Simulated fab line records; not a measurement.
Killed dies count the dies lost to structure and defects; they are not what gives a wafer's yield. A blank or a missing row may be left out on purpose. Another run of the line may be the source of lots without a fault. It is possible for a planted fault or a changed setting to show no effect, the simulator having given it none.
A struck lot beside a sound one -- flow nandHarc -- 18 out of 1302 route steps
Sound: wafers L379.1, L379.4, L379.6. The struck wafers were L388.3, L388.4, L388.5. At the end, the cause is stated.
Per side, at each step with rows, come the tool, then ch with its chambers, and then its first start. Under that, the readings that differ: sound wafers -- struck wafers -- difference of the means -- sigmas: that difference in standard deviations of wafers without a fault.
alike: words and numbers the same on both sides, and readings whose means are apart by under 2 such deviations; not compared: readings that were withheld, readings missing a value for some wafer, numbers with overlapping values and no deviation given by the record, and bounds like >300 which may hide the same value.
Wherever a step has rows on one side only, a row that says differs or no value, or a row with sigmas, the two part there. Non-overlapping numbers with no deviation appear without sigmas and do not part them. A reading that every wafer of one side lacks parts them only if that side has two wafers or more.

NHARC_P_ZERO_WELL_CD_MEAS_24: the cd target is 720 nm.
  sound on cdSem-02 ch 0, day 2 18:38; struck on cdSem-03 ch 0, day 6 12:36
  alike: cdNm
then, 1 step without rows for these wafers: NHARC_P_ZERO_WELL_HARDBAKE_25 (time 80 s).
NHARC_P_ZERO_WELL_DESCUM_26: chemistry O2, time 3 s.
  sound on rieDiel-11 ch 0,1, day 2 18:50; struck on rieDiel-02 ch 0,2, day 6 12:47
  alike: drypumpMotorCurrentA, oesProductAu, rfVppV, showerheadPlenumPTorr, throttleValvePct
  not compared: rfHoursCounterH
then, 9 steps without rows for these wafers: NHARC_P_ZERO_WELL_IMPLANT_27; NHARC_P_ZERO_WELL_IMPLANT_57; NHARC_P_ZERO_WELL_IMPLANT_58; NHARC_P_ZERO_WELL_STRIP_28 (strips in SPM, time 840 s); NHARC_P_ZERO_WELL_DEHYDRATE_29 (time 120 s); NHARC_P_ZERO_WELL_HMDS_30 (time 30 s); NHARC_P_ZERO_WELL_COAT_31; NHARC_P_ZERO_WELL_SOFTBAKE_32 (time 95 s); NHARC_P_ZERO_WELL_EBR_33.
NHARC_P_ZERO_WELL_EXPOSE_34: exposes mask P PWELL, target cd 720 nm.
  sound on krfScanner-02 ch 0, day 2 20:09; struck on krfScanner-02 ch 0, day 6 14:07
reading,sound,struck,difference,sigmas
mask,P_PWELL#0 P_PWELL#0 P_PWELL#0,P_PWELL_R1#0 P_PWELL_R1#0 P_PWELL_R1#0,differs,
  alike: stageVelMmS
then, 2 steps without rows for these wafers: NHARC_P_ZERO_WELL_PEB_35 (peb time 85 s); NHARC_P_ZERO_WELL_DEVELOP_36 (time 70 s).
NHARC_P_ZERO_WELL_CD_MEAS_37: the cd target is 720 nm.
  sound on cdSem-01 ch 0, day 2 20:18; struck on cdSem-01 ch 0, day 6 14:16
reading,sound,struck,difference,sigmas
cdNm (nm),715.3 719.0 717.4,688.4 688.2 688.7,-28.8,-14
then, 1 step without rows for these wafers: NHARC_P_ZERO_WELL_HARDBAKE_38 (time 80 s).
-- the record jumps here: 22 days lie between the struck wafers' starts before and after (it left off in module P_ZERO_WELL and takes up again in module END, whose first step shown is number 1302 of the route) --
NHARC_END_SORT_01:
  the record has rows for the struck wafers here (prober-01 ch 0, day 28 17:46) and none for the sound ones

WHERE THEY PART
First at NHARC_P_ZERO_WELL_EXPOSE_34; last, within this record, at NHARC_END_SORT_01.

WHY: what had been put in by the simulator
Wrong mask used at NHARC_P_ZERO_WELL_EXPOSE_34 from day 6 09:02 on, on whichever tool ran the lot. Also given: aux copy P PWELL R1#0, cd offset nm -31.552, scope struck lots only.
